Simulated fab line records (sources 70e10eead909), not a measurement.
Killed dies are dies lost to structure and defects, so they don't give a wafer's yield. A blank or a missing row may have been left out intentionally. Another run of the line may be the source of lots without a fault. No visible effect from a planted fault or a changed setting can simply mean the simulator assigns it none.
Matching of chambers + flow nand harc + rie diel-01 running NHARC_P_M1_STRIP_18: 4 sister chambers
The step strips in N2/H2. 4 wafers are shown with their chamber, then 9 later ones without.

## WAFERS, EACH WITH ITS CHAMBER
| wafer  | chamber | drypump motor current A (A) |
|--------|---------|-----------------------------|
| L081.5 | 2       | 4.93                        |
| L082.3 | 3       | 5.97                        |
| L084.4 | 1       | 5.32                        |
| L084.5 | 0       | 5.60                        |

## WAFERS WITHOUT THEIR CHAMBER
| wafer  | drypump motor current A (A) |
|--------|-----------------------------|
| L086.2 | 5.97                        |
| L086.5 | 5.61                        |
| L086.6 | 5.32                        |
| L095.2 | 5.36                        |
| L095.3 | 4.91                        |
| L095.6 | 4.91                        |
| L097.1 | 5.56                        |
| L097.2 | 5.35                        |
| L097.4 | 5.94                        |

## THE CHAMBER EACH PASSED THROUGH
| wafer  | from the rows above | in truth |
|--------|---------------------|----------|
| L086.2 | 3                   | 3        |
| L086.5 | 0                   | 0        |
| L086.6 | 1                   | 1        |
| L095.2 | 1                   | 1        |
| L095.3 | 2                   | 2        |
| L095.6 | 2                   | 2        |
| L097.1 | 0                   | 0        |
| L097.2 | 1                   | 1        |
| L097.4 | 3                   | 3        |
Correct placement for 9 of the 9. Number that these rows cannot place: 0. Number placed wrongly: 0.
How it was worked out, from the rows above alone: a wafer's distance from a chamber is the root of the sum, over the readings, of the square of ((its reading less the chamber's mean) divided by the reading's scatter). If the next closest chamber is less than 2 further off than the closest, the wafer can't be placed; otherwise it belongs to the closest. For every chamber, the mean is computed from those of its wafers that are shown. The scatter: root of mean squared gap, hidden wafer to nearest shown wafer, with one shown wafer a chamber.
